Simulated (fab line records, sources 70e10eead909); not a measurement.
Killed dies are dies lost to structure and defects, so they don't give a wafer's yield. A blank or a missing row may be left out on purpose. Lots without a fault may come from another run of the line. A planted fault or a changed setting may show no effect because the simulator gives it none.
Chamber matching | flow nand_harc | NHARC_A_BONDPAD_CMP_29 on cmp-02: 4 sister chambers
The step polishes SiCN, target thk 200 nm. 4 wafers are shown with their chamber, then 7 later ones without.

WAFERS WITH THEIR CHAMBER
wafer  | chamber | motor_current_A (A)
L091.2 | 1       | 12.2
L091.5 | 3       | 12.1
L092.1 | 0       | 12.1
L092.2 | 2       | 12.3

WAFERS WITHOUT THEIR CHAMBER
wafer  | motor_current_A (A)
L092.4 | 12.0
L093.1 | 11.9
L093.5 | 12.3
L093.6 | 12.3
L094.1 | 13.1
L094.4 | 11.8
L094.6 | 12.3

WHICH CHAMBER EACH WENT THROUGH
wafer  | from the rows above               | in truth
L092.4 | can't be placed: 0 or 3 or 1 or 2 | 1
L093.1 | can't be placed: 0 or 3 or 1 or 2 | 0
L093.5 | can't be placed: 2 or 1 or 0 or 3 | 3
L093.6 | can't be placed: 2 or 1 or 0 or 3 | 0
L094.1 | can't be placed: 2 or 1 or 0 or 3 | 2
L094.4 | can't be placed: 0 or 3 or 1 or 2 | 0
L094.6 | can't be placed: 2 or 1 or 0 or 3 | 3
Placed correctly: 0 of 7. Can't be placed from these rows: 7 (the true chamber is among the candidates in 7). Placed wrongly: 0.
How it was worked out, from the rows above alone: a wafer's distance from a chamber is the root of the sum, over the readings, of the square of ((its reading less the chamber's mean) divided by the reading's scatter). The wafer belongs to the nearest chamber; if the next one is less than 2 further off, it can't be placed. A chamber's mean is the mean of its shown wafers. The scatter: with one shown wafer a chamber, the root of the mean of the squares of how far each hidden wafer lies from its nearest shown one.
